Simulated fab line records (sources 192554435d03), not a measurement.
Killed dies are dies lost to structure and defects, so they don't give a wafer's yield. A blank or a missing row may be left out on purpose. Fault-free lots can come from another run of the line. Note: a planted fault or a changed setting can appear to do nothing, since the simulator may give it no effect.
Chamber matching -- flow n5 finfet -- N5_BEOL_M11_ETCH_62 on rie diel-05 has 4 sister chambers
The step etches SOC in N2/H2, target depth 110 nm, overetch 22 nm, time 165 s. 8 wafers are shown with their chamber, then 8 later ones without.

## EACH WAFER AND ITS CHAMBER
wafer,chamber,showerhead plenum p Torr (Torr),drypump motor current A (A)
L076.2,0,2.56,5.3
L075.6,3,2.70,5.7
L081.1,0,2.56,5.2
L081.5,1,2.63,5.8
L083.1,2,2.61,5.7
L083.3,1,2.63,5.8
L083.6,3,2.69,5.7
L084.1,2,2.61,5.7

## WAFERS MISSING THEIR CHAMBER
wafer,showerhead plenum p Torr (Torr),drypump motor current A (A)
L084.3,2.63,5.8
L084.4,2.55,5.2
L088.1,2.63,5.8
L088.3,2.68,5.7
L088.5,2.63,5.8
L092.1,2.55,5.2
L092.2,2.68,5.7
L092.6,2.60,5.7

## WHICH CHAMBER EACH WENT THROUGH
wafer,from the rows above,in truth
L084.3,1,1
L084.4,0,0
L088.1,1,1
L088.3,3,3
L088.5,1,1
L092.1,0,0
L092.2,3,3
L092.6,2,2
Correctly placed: 8 of 8. Not placeable from these rows: 0. Number placed wrongly: 0.
How it was worked out, from the rows above alone: a wafer's distance from a chamber is the root of the sum, over the readings, of the square of ((its reading less the chamber's mean) divided by the reading's scatter). The wafer belongs to the nearest chamber; if the next one is less than 2 further off, it can't be placed. For every chamber, the mean is computed from those of its wafers that are shown. The scatter is the square root of a quotient: the sum, over the shown wafers, of each reading's squared deviation from its chamber's mean, divided by wafers minus chambers.
